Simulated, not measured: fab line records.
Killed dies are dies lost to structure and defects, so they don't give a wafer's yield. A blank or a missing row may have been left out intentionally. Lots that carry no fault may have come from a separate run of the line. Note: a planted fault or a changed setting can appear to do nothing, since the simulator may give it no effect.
A lot that was struck, set against a sound lot    flow n5Finfet    15 out of 1938 route steps
Sound: these wafers, L808.1, L808.2, L808.6. Struck: wafer L800.6. (L800.1, L800.2 of the same lot were not struck and are left out.) The cause comes at the end.
At each step with rows: each side's tool, then ch and its chambers, then its first start. Under that, the readings that differ: sound wafers    struck wafers    difference of the means    sigmas: that difference in standard deviations of wafers without a fault.
alike: same words and numbers on both sides, and readings whose means sit less than 2 such deviations apart. not compared: any withheld reading, any reading some wafer has no value for, any bound like >300 that may hide the same value, and any number with overlapping values for which the record gives no deviation.
Wherever a step has rows on one side only, a row that says differs or no value, or a row with sigmas, the two part there. When numbers do not overlap yet have no deviation, they are printed without sigmas and do not part them. A reading missing from all wafers of one side parts the sides only when that side holds two or more wafers.

N5_BEOL_M4_STRIP_36: strips in N2/H2.
  sound on rieDiel-03 ch 1,3, day 12 19:27; struck on rieDiel-03 ch 0, day 14 09:07
  alike: drypumpMotorCurrentA, oesProductAu, rfVppV, showerheadPlenumPTorr, throttleValvePct
  not compared: rfHoursCounterH
N5_BEOL_M4_TRENCH_ETCH_37: etches SiOC in C4F6/O2, target depth 55.555 nm, time 29.2 s.
  sound: rieDiel-03 ch 1,3; struck: rieDiel-03 ch 0
reading              sound           struck  difference  sigmas
oesProductAu (a.u.)  0.80 0.78 0.79  0.95    +0.16       +2
  alike: drypumpMotorCurrentA, mfcArSccm, rfVppV, showerheadPlenumPTorr, throttleValvePct
  not compared: rfHoursCounterH
then, 1 step without rows for these wafers: N5_BEOL_M4_ETCH_41 (etches SiCN in CH3F/O2, target depth 29.9 nm, time 52.5 s).
N5_BEOL_M4_STRIP_97: strips in N2/H2, time 10 s.
  sound: rieDiel-03 ch 1,3; struck: rieDiel-03 ch 0
  alike: drypumpMotorCurrentA, oesProductAu, rfVppV, showerheadPlenumPTorr, throttleValvePct
  not compared: rfHoursCounterH
N5_BEOL_M4_OCD_MEAS_38:
  struck on ocd-02, day 14 09:18; sound on ocd-01, day 12 19:39
  alike: trenchDepthNm
then, 4 steps without rows for these wafers: N5_BEOL_M4_HM_STRIP_39 (strips TiN in peroxide tin strip, target depth 25 nm, time 158 s); N5_BEOL_M4_SRD_40 (time 30 s); N5_BEOL_M4_PRECLEAN_42 (cleans in residue remover, time 60 s); N5_BEOL_M4_SRD_43 (time 30 s).
N5_BEOL_M4_CD_MEAS_35: target cd 18 nm, target cd y 22.4 nm.
  struck on cdSem-01, day 14 09:28; sound on cdSem-02, day 12 19:54
  alike: cdNm
N5_BEOL_M4_DEGAS_44: time 60 s.
  struck on pvdSputter-02, day 14 09:36; sound on pvdSputter-03, day 12 20:16
  alike: heaterPowerW
then, 1 step without rows for these wafers: N5_BEOL_M4_PRE_CLEAN_45 (time 30 s).
N5_BEOL_M4_ALD_84: deposits TaN, pulse time 2 s, purge time 3 s, co reactant purge time 2 s.
  sound on aldMetal-02 ch 0,1,3, day 12 20:22; struck on aldMetal-01 ch 3, day 14 09:45
reading                   sound  struck  difference  sigmas
coReactantPulseTimeS (s)  3 3 3  2.2403  -0.7597     
  alike: heaterPowerW
N5_BEOL_M4_SURFACE_TREAT_85:
  struck on pvdSputter-02, day 14 09:59; sound on pvdSputter-03, day 12 20:36
  not compared: throttleValvePct
N5_BEOL_M4_RC_MEAS_101:
  sound on prober-01 ch 0, day 13 01:22; struck on prober-01 ch 0, day 14 14:39
  alike: DIBL_N, DIBL_P, IOFF_N, IOFF_P, ION_N, ION_P, SS_N, SS_P, VT_N, VT_P

== WHERE THEY PART ==
Within this record, at N5_BEOL_M4_TRENCH_ETCH_37 only. Later steps at which nothing parts them and some readings are alike: N5_BEOL_M4_STRIP_97, N5_BEOL_M4_OCD_MEAS_38, N5_BEOL_M4_CD_MEAS_35, N5_BEOL_M4_DEGAS_44, N5_BEOL_M4_ALD_84, N5_BEOL_M4_RC_MEAS_101.

WHY: the cause the simulator had injected
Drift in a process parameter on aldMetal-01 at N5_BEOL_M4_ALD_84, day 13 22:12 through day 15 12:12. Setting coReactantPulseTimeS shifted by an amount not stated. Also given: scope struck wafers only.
